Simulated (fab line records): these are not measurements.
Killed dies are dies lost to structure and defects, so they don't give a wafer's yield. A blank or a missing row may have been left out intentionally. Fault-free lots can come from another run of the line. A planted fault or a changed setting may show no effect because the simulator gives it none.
Split-lot study ; flow n5-finfet ; 21 wafers read across 7 lots, on a route 1938 steps long

ON THE SPLIT
At N5_BEOL_M10_ETCH_41 (etches SiCN in CH3F/O2, target depth 42.6 nm, time 86 s), the setting source-w was moved away from the recipe's 395 W on 9 of the 21 wafers read, by -17.1% to -6.0%. All remaining wafers had this setting at the recipe value.

The reading is taken at the split's own step.

THE READING
rf-vpp-V, in V, at N5_BEOL_M10_ETCH_41 (etches SiCN in CH3F/O2, target depth 42.6 nm, time 86 s). Typical for fault-free wafers on this fab line: 297.2 V, with standard deviation 1.6 V.

wafer;tool, chamber at the split;source-w as run, W;against the recipe;rf-vpp-V, V;against lot-mates on the recipe
L076.1;rie-diel-01, 3;395;recipe;296.0;-
L076.4;rie-diel-01, 2;395;recipe;297.6;-
L076.6;rie-diel-01, 1;395;recipe;295.4;-
L081.1;rie-diel-02, 0;395;recipe;300.8;-
L081.2;rie-diel-02, 2;395;recipe;299.3;-
L081.3;rie-diel-02, 1;363.4;-8.0%;303.8;+3.8
L083.1;rie-diel-02, 2;371.4;-6.0%;305.1;+10.3
L083.4;rie-diel-02, 0;371.4;-6.0%;304.8;+10.0
L083.5;rie-diel-02, 1;395;recipe;294.8;-
L088.1;rie-diel-01, 0;327.4;-17.1%;314.6;+18.7
L088.2;rie-diel-01, 2;327.4;-17.1%;317.2;+21.3
L088.3;rie-diel-01, 1;395;recipe;295.9;-
L089.3;rie-diel-06, 0;348.4;-11.8%;313.2;+16.2
L089.4;rie-diel-06, 2;395;recipe;297.0;-
L089.6;rie-diel-06, 2;348.4;-11.8%;312.5;+15.5
L096.1;rie-diel-01, 3;395;recipe;295.7;-
L096.4;rie-diel-01, 1;395;recipe;295.0;-
L096.6;rie-diel-01, 3;395;recipe;296.2;-
L097.3;rie-diel-01, 0;395;recipe;296.3;-
L097.4;rie-diel-01, 1;359.1;-9.1%;304.9;+8.6
L097.6;rie-diel-01, 2;359.1;-9.1%;306.8;+10.5

FIT RESULTS
A straight line over all 21 wafers: rf-vpp-V changes by -1.17 V for each +1% of source-w; r = -0.97; the points scatter about the line by 1.9 V.
The same after taking each lot's own level away (the mean of its wafers on the recipe; 21 wafers): -1.18 V for each +1%; r = -0.97; scatter 1.9 V.
Per that fit: largest source-w move, reading shift of 20 V.
From 294.80 to 300.05 V: that is the span of the lots' own levels, equal to 3.3 times the standard deviation above.
Consequently the slope shifts little with the lot-to-lot level, the two slopes agreeing.
Check: +20.9 V against its lot-mates is what the line predicts for one of the wafers moved furthest among these (-17.1%) when that wafer is left out of the fit. Against them it came out at +18.7 V.
Tool readings at the split's step, against how far the setting was moved: rf-vpp-V r = -0.97.

OTHER SPLITS APPLIED TO THESE WAFERS
Note: prior to the reading, these wafers also went through further splits. Each is held against what the fit with the lots' levels taken away leaves over:
other split on the same wafers;wafers away from the commonest value;r with rf-vpp-V (lot level and that fit taken away)
N5_BEOL_M8_TRENCH_ETCH_37 time-s;9;+0.01
N5_BEOL_M9_TRENCH_ETCH_37 bias-w;11;+0.35

FILE'S OWN FIT
rf-vpp-V changes by -1.15 V for each +1% of source-w, r = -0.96.
